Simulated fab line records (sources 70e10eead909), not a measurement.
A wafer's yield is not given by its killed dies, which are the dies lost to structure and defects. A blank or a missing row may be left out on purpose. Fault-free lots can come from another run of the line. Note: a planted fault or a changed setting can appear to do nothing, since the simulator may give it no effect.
fab line records	flow nand-harc
[record] lots = 14	wafers = 42	last-day = 23
route steps=1159 shown P_M1@312 P_M2@326
lots that met no fault: from a run of the same line without faults
start-h: hours from the record's opening day to when the first of the lot's shown wafers began	wait-h: hours since the lot's step before	" identical to the entry in the row above	L1.1+2: several wafers, shown together as one row	- value missing, or start not given	* or withheld: withheld	< > ~ a bound
route shown NAME@n: names a module that has steps shown in the file, with the first one's number in the route	usual: mean/standard deviation of fault-free wafers	same: alike in all rows	chamber/n: place in a boat	sites: readings site by site	_std_site: how widely they spread, as a standard deviation	_edge_site: inner sites' mean taken away from outer sites' mean	radius-mm: for every site, how far away it sits from the centre of the wafer	mask NAME#n: copy n	behind: tool/chamber where the wafer was last shaped	hold: what put the lot on hold/how long, in hours/how the hold closed	device: names the non-switching transistor (n, p or np)	end of line: at the end of the route, the tests of the same wafers	a step without rows: its recipe alone	killed: the dies lost at the first sort to structure and to defects; this is not the yield of the wafer	map: a wafer's dies, marking killed ones x, the rest . and places with no die _
set.NAME: setting as actually run; set.NAME@STEP: the setting as run at that earlier step	model.NAME: the simulator's own value behind a step, which no gauge read
steps of the route over a sample of lots; a table a step, a row a wafer
services: a tool's chamber out of use, with start hour (start-h, from the record's first day; less than 0 if before it), hours out, and reason
[[steps]]
[step NHARC_P_M1_THK_MEAS_24]
[recipe] thk-meas-gauge = xrf
[usual] thk-nm = 157.6/1.3
lot.wafer	tool	chamber	start-h	wait-h	thk-nm
L695.4	film-metro-02	-	122.94	-	157.2
L695.5	"	-	"	"	155.6
L695.6	"	-	"	"	157.0
L696.4	film-metro-01	-	137.85	-	155.7
L696.5	"	-	"	"	157.1
L696.6	"	-	"	"	159.9
L698.1	film-metro-01	-	141.31	-	156.6
L698.2	"	-	"	"	156.9
L698.6	"	-	"	"	153.6
L700.2	film-metro-02	-	144.00	-	156.8
L700.5	"	-	"	"	157.4
L700.6	"	-	"	"	157.2
L699.1	film-metro-02	-	151.81	-	157.1
L699.2	"	-	"	"	157.3
L699.5	"	-	"	"	158.6
L701.3	film-metro-01	-	160.83	-	156.0
L701.5	"	-	"	"	155.5
L701.6	"	-	"	"	155.6
L703.1	film-metro-01	-	183.21	-	156.6
L703.4	"	-	"	"	158.4
L703.5	"	-	"	"	159.3
L706.1	film-metro-02	-	188.31	-	156.0
L706.3	"	-	"	"	155.9
L706.6	"	-	"	"	158.2
L708.1	film-metro-02	-	205.07	-	158.1
L708.5	"	-	"	"	155.4
L708.6	"	-	"	"	157.4
L710.1	film-metro-01	-	220.37	-	159.2
L710.2	"	-	"	"	158.5
L710.4	"	-	"	"	154.8
L713.2	film-metro-02	-	227.21	-	159.4
L713.3	"	-	"	"	158.1
L713.4	"	-	"	"	157.1
L712.3	film-metro-01	-	229.38	-	157.5
L712.4	"	-	"	"	155.3
L712.6	"	-	"	"	155.6
L714.1	film-metro-01	-	234.47	-	159.8
L714.3	"	-	"	"	158.5
L714.6	"	-	"	"	159.4
L716.1	film-metro-02	-	246.99	-	158.3
L716.3	"	-	"	"	158.8
L716.4	"	-	"	"	156.5
[step NHARC_P_M1_INSPECT_27]
[usual] raw-defect-count = 293/130
lot.wafer	tool	chamber	start-h	wait-h	raw-defect-count
L695.4	defect-inspect-02	-	123.10	0.0	167
L695.5	"	-	"	"	347
L695.6	"	-	"	"	248
L696.4	defect-inspect-02	-	138.01	0.0	172
L696.5	"	-	"	"	97
L696.6	"	-	"	"	131
L698.1	defect-inspect-02	-	141.46	0.0	423
L698.2	"	-	"	"	302
L698.6	"	-	"	"	190
L700.2	defect-inspect-02	-	144.16	0.0	321
L700.5	"	-	"	"	419
L700.6	"	-	"	"	267
L699.1	defect-inspect-01	-	151.97	0.0	277
L699.2	"	-	"	"	377
L699.5	"	-	"	"	270
L701.3	defect-inspect-01	-	160.99	0.0	363
L701.5	"	-	"	"	268
L701.6	"	-	"	"	178
L703.1	defect-inspect-01	-	183.37	0.0	564
L703.4	"	-	"	"	375
L703.5	"	-	"	"	315
L706.1	defect-inspect-01	-	188.47	0.0	455
L706.3	"	-	"	"	284
L706.6	"	-	"	"	285
L708.1	defect-inspect-02	-	205.23	0.0	183
L708.5	"	-	"	"	246
L708.6	"	-	"	"	504
L710.1	defect-inspect-01	-	220.52	0.0	377
L710.2	"	-	"	"	232
L710.4	"	-	"	"	176
L713.2	defect-inspect-02	-	227.41	0.0	199
L713.3	"	-	"	"	212
L713.4	"	-	"	"	232
L712.3	defect-inspect-01	-	229.57	0.0	295
L712.4	"	-	"	"	166
L712.6	"	-	"	"	185
L714.1	defect-inspect-02	-	234.64	0.0	160
L714.3	"	-	"	"	228
L714.6	"	-	"	"	231
L716.1	defect-inspect-02	-	247.14	0.0	362
L716.3	"	-	"	"	370
L716.4	"	-	"	"	333
[step NHARC_P_M1_DEP_33]
[recipe] target-thk-a = 300	temp-c = 370	target-thk-nm = 30	pressure-torr = 3	flow-sccm = 200	rf-w = 450	material = SiCN
[usual] heater-power-outer-w = 319/62	heater-power-w = 570/82
lot.wafer	tool	chamber	start-h	wait-h	heater-power-outer-w	heater-power-w
L695.6	pecvd-04	1	123.37	0.2	329	593
L695.5	"	2	"	"	448	710
L695.4	"	0	"	"	259	494
L696.4	pecvd-04	2	138.28	0.2	402	685
L696.6	"	0	"	"	212	440
L696.5	"	1	"	"	359	631
L698.2	pecvd-04	1	141.61	0.1	303	535
L698.1	"	0	"	"	254	492
L698.6	"	2	"	"	362	612
L700.2	pecvd-01	2	144.33	0.1	374	704
L700.5	"	2	"	"	378	664
L700.6	"	1	"	"	328	535
L699.2	pecvd-04	1	152.11	0.1	298	550
L699.1	"	0	"	"	266	510
L699.5	"	1	"	"	294	532
L701.3	pecvd-03	0	161.13	0.1	352	573
L701.6	"	0	"	"	358	593
L701.5	"	2	"	"	357	653
L703.1	pecvd-04	0	183.52	0.1	196	410
L703.4	"	0	"	"	198	419
L703.5	"	1	"	"	303	555
L706.3	pecvd-04	2	188.66	0.1	442	721
L706.1	"	0	"	"	263	498
L706.6	"	2	"	"	333	603
L708.1	pecvd-01	1	205.42	0.1	272	451
L708.5	"	0	"	"	260	560
L708.6	"	2	"	"	281	553
L710.2	pecvd-04	1	220.67	0.1	350	608
L710.1	"	2	"	"	388	664
L710.4	"	2	"	"	396	661
L713.2	pecvd-03	1	227.55	0.1	298	523
L713.3	"	2	"	"	351	664
L713.4	"	2	"	"	352	624
L712.3	pecvd-03	2	229.76	0.1	331	621
L712.4	"	1	"	"	278	518
L712.6	"	2	"	"	331	627
L714.3	pecvd-04	1	234.78	0.1	281	527
L714.1	"	0	"	"	222	441
L714.6	"	1	"	"	282	529
L716.3	pecvd-03	2	247.41	0.1	304	582
L716.1	"	0	"	"	344	588
L716.4	"	0	"	"	348	574
[step NHARC_P_M2_PEB_07]
[recipe] peb-temp-c = 100	peb-time-s = 65
[usual] heater-power-total-W = 156.6/0.43	plate-temp-C = 99.98/0.13
lot.wafer	tool	chamber	start-h	wait-h	heater-power-total-W	plate-temp-C
L695.4	litho-track-06	0	124.29	0.0	156.4	100.03
L695.5	"	0	"	"	156.8	100.20
L695.6	"	0	"	"	156.0	100.19
L696.4	litho-track-06	0	139.32	0.0	155.9	99.77
L696.5	"	0	"	"	156.0	100.00
L696.6	"	0	"	"	156.2	99.77
L698.1	litho-track-06	0	142.77	0.1	156.3	100.01
L698.2	"	0	"	"	156.1	100.01
L698.6	"	0	"	"	157.1	99.98
L700.2	litho-track-01	0	145.61	0.1	156.6	99.95
L700.5	"	0	"	"	156.9	99.80
L700.6	"	0	"	"	156.3	99.81
L699.1	litho-track-06	0	153.16	0.1	156.7	100.09
L699.2	"	0	"	"	156.0	100.03
L699.5	"	0	"	"	156.0	99.91
L701.3	litho-track-04	0	162.29	0.1	156.4	100.27
L701.5	"	0	"	"	156.2	100.00
L701.6	"	0	"	"	157.0	99.96
L703.1	litho-track-01	0	184.69	0.1	156.7	100.00
L703.4	"	0	"	"	156.3	99.86
L703.5	"	0	"	"	157.1	99.98
L706.1	litho-track-01	0	189.97	0.1	157.1	99.89
L706.3	"	0	"	"	157.1	99.89
L706.6	"	0	"	"	156.7	99.67
L708.1	litho-track-04	0	206.39	0.1	157.2	99.98
L708.5	"	0	"	"	156.7	99.95
L708.6	"	0	"	"	156.9	100.08
L710.1	litho-track-06	0	221.84	0.1	156.1	99.97
L710.2	"	0	"	"	156.0	99.78
L710.4	"	0	"	"	157.2	99.91
L713.2	litho-track-04	0	228.72	0.1	156.9	100.15
L713.3	"	0	"	"	156.2	100.02
L713.4	"	0	"	"	156.1	100.27
L712.3	litho-track-06	0	230.89	0.0	155.9	99.99
L712.4	"	0	"	"	157.1	99.98
L712.6	"	0	"	"	157.0	99.95
L714.1	litho-track-06	0	235.83	0.1	177.5	109.56
L714.3	"	0	"	"	178.1	109.61
L714.6	"	0	"	"	178.2	109.64
L716.1	litho-track-06	0	248.94	0.1	177.6	109.99
L716.3	"	0	"	"	177.4	109.91
L716.4	"	0	"	"	177.2	109.78
[step NHARC_P_M2_CD_MEAS_09]
[recipe] target-cd-nm = 170	landing-energy-ev = 500
[usual] cd-nm = 170.1/0.46
lot.wafer	tool	chamber	start-h	wait-h	cd-nm
L695.4	cd-sem-02	0	124.38	-	170.8
L695.5	"	0	"	"	170.2
L695.6	"	0	"	"	171.0
L696.4	cd-sem-02	0	139.41	-	170.0
L696.5	"	0	"	"	170.0
L696.6	"	0	"	"	170.5
L698.1	cd-sem-02	0	142.85	-	170.3
L698.2	"	0	"	"	170.3
L698.6	"	0	"	"	170.0
L700.2	cd-sem-02	0	145.69	-	170.1
L700.5	"	0	"	"	169.0
L700.6	"	0	"	"	170.2
L699.1	cd-sem-03	0	153.24	-	170.8
L699.2	"	0	"	"	170.6
L699.5	"	0	"	"	170.6
L701.3	cd-sem-03	0	162.37	-	170.6
L701.5	"	0	"	"	170.7
L701.6	"	0	"	"	169.9
L703.1	cd-sem-02	0	184.77	-	170.3
L703.4	"	0	"	"	169.8
L703.5	"	0	"	"	169.9
L706.1	cd-sem-02	0	190.05	-	169.5
L706.3	"	0	"	"	168.9
L706.6	"	0	"	"	169.4
L708.1	cd-sem-01	0	206.47	-	169.9
L708.5	"	0	"	"	170.1
L708.6	"	0	"	"	170.2
L710.1	cd-sem-01	0	221.92	-	170.1
L710.2	"	0	"	"	170.1
L710.4	"	0	"	"	169.7
L713.2	cd-sem-01	0	228.80	-	170.5
L713.3	"	0	"	"	170.3
L713.4	"	0	"	"	169.7
L712.3	cd-sem-01	0	230.97	-	170.5
L712.4	"	0	"	"	169.8
L712.6	"	0	"	"	170.6
L714.1	cd-sem-02	0	235.91	-	196.7
L714.3	"	0	"	"	197.3
L714.6	"	0	"	"	197.9
L716.1	cd-sem-01	0	249.02	-	197.3
L716.3	"	0	"	"	198.1
L716.4	"	0	"	"	197.9
[[services]]
tool	chamber	start-h	hours	kind
pecvd-03	-	111.00	13.0	pm
pecvd-03	0	111.00	13.0	vent-cycle
pecvd-03	1	111.00	13.0	vent-cycle
pecvd-03	2	111.00	13.0	vent-cycle
litho-track-06	-	117.00	7.0	pm
pecvd-03	0	124.00	-	clean
pecvd-03	1	124.00	-	clean
pecvd-03	2	124.00	-	clean
pecvd-03	-	128.14	0.6	repair
litho-track-04	-	141.00	7.0	pm
pecvd-01	-	185.65	0.9	repair
pecvd-01	-	186.91	2.0	repair
pecvd-03	-	188.72	0.6	repair
pecvd-04	-	195.00	13.0	pm
pecvd-04	0	195.00	13.0	vent-cycle
pecvd-04	1	195.00	13.0	vent-cycle
pecvd-04	2	195.00	13.0	vent-cycle
pecvd-04	0	208.00	-	clean
pecvd-04	1	208.00	-	clean
pecvd-04	2	208.00	-	clean
pecvd-01	-	237.21	13.0	pm
pecvd-01	0	237.21	13.0	vent-cycle
pecvd-01	1	237.21	13.0	vent-cycle
pecvd-04	2	237.95	12.5	repair
[[key]]
[first-sign] step = NHARC_P_M2_PEB_07	reading = plate-temp-C	direction = up	sigmas = 74	usual = *	struck = *
[effect] step = NHARC_P_M2_PEB_07	reading = heater-power-total-W	direction = up	sigmas = 49	usual = *	struck = *
[effect] step = NHARC_P_M2_CD_MEAS_09	reading = cd-nm	direction = up	sigmas = 59	usual = 170.1	struck = 197.5
met-at NHARC_P_M2_PEB_07
struck-lots L714,L716
sort-left-out L714.1,L714.3,L714.6,L716.1,L716.3,L716.4
not-acting-at NHARC_P_M1_THK_MEAS_24,NHARC_P_M1_INSPECT_27,NHARC_P_M1_DEP_33
onset-between 230.89 235.83
[fault] kind = process-parameter-drift	tool = litho-track-06	chamber = -	onset-h = 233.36	steps = NHARC_P_M2_PEB_07	channel = peb-temp-c	offset = *	shape = step	end-h = 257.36	acts-in = *	stated = *
// sort-left-out: the simulated sort isn't trusted on such a fault, so these wafers' sort isn't shown, and their yield isn't known
